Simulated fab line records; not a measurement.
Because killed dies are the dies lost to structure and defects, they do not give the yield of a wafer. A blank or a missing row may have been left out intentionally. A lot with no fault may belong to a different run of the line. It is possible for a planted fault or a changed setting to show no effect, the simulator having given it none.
Matching of chambers | flow n5-finfet | N5_STI_FIN_REVEAL_ALD_14 on ald-sin-02 has 4 sister chambers
The step deposits Si3N4, target thk 3 nm. 4 wafers are shown with their chamber, then 8 later ones without.

== WAFERS WITH THEIR CHAMBER ==
wafer  | chamber | heater-power-w (W)
L088.3 | 1       | 864
L089.1 | 3       | 738
L089.5 | 0       | 742
L090.1 | 2       | 857

== WAFERS MISSING THEIR CHAMBER ==
wafer  | heater-power-w (W)
L090.2 | 830
L090.5 | 766
L091.2 | 856
L091.3 | 758
L091.6 | 760
L092.2 | 860
L092.3 | 751
L092.4 | 761

== EACH ONE'S CHAMBER ==
wafer  | from the rows above     | in truth
L090.2 | can't be placed: 2 or 1 | 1
L090.5 | can't be placed: 0 or 3 | 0
L091.2 | can't be placed: 2 or 1 | 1
L091.3 | can't be placed: 0 or 3 | 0
L091.6 | can't be placed: 0 or 3 | 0
L092.2 | can't be placed: 2 or 1 | 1
L092.3 | can't be placed: 0 or 3 | 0
L092.4 | can't be placed: 0 or 3 | 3
Correctly placed: 0 of 8. Can't be placed from these rows: 8 (the true chamber is among the candidates in 8). Placed wrongly: 0.
How it was worked out, from the rows above alone: a wafer's distance from a chamber is the root of the sum, over the readings, of the square of ((its reading less the chamber's mean) divided by the reading's scatter). If the next closest chamber is less than 2 further off than the closest, the wafer can't be placed; otherwise it belongs to the closest. The mean given for a chamber averages the wafers shown for that chamber. The scatter (one wafer shown for each chamber): square how far every hidden wafer sits from the nearest shown wafer, average those squares and take the square root.
